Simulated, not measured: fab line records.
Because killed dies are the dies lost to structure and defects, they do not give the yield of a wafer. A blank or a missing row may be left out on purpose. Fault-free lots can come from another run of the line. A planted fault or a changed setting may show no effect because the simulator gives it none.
Chamber matching | flow n5_finfet | 3 sister chambers for N5_BEOL_M6_PECVD_70 on pecvd-01
The step deposits SiO2 from TEOS/O2, target thk 20 nm, time 22.7 s. 6 wafers are shown with their chamber, then 7 later ones without.

== WAFERS WITH THEIR CHAMBER ==
wafer  | chamber | throttle_valve_pct (%) | showerhead_plenum_p_Torr (Torr)
L074.4 | 0       | 23.9                   | 8.73
L076.5 | 2       | 20.5                   | 8.78
L076.6 | 0       | 24.2                   | 8.74
L086.5 | 2       | 21.1                   | 8.80
L087.2 | 1       | 22.2                   | 8.84
L087.4 | 1       | 22.5                   | 8.85

== WAFERS WHOSE CHAMBER IS MISSING ==
wafer  | throttle_valve_pct (%) | showerhead_plenum_p_Torr (Torr)
L087.6 | 24.4                   | 8.76
L088.2 | 24.3                   | 8.76
L088.5 | 24.3                   | 8.77
L088.6 | 22.2                   | 8.84
L089.1 | 22.1                   | 8.85
L089.2 | 24.4                   | 8.78
L089.3 | 21.2                   | 8.80

== WHICH CHAMBER EACH ONE RAN IN ==
wafer  | from the rows above | in truth
L087.6 | 0                   | 0
L088.2 | 0                   | 0
L088.5 | 0                   | 0
L088.6 | 1                   | 1
L089.1 | 1                   | 1
L089.2 | 0                   | 0
L089.3 | 2                   | 2
Placed correctly: 7 of 7. Number that these rows cannot place: 0. Wrongly placed: 0.
How it was worked out, from the rows above alone: a wafer's distance from a chamber is the root of the sum, over the readings, of the square of ((its reading less the chamber's mean) divided by the reading's scatter). The wafer belongs to the nearest chamber; if the next one is less than 2 further off, it can't be placed. For every chamber, the mean is computed from those of its wafers that are shown. How the scatter is found: for the shown wafers, subtract from each reading the mean of its chamber, square and add these, divide the total by (wafers less chambers), then take the root.
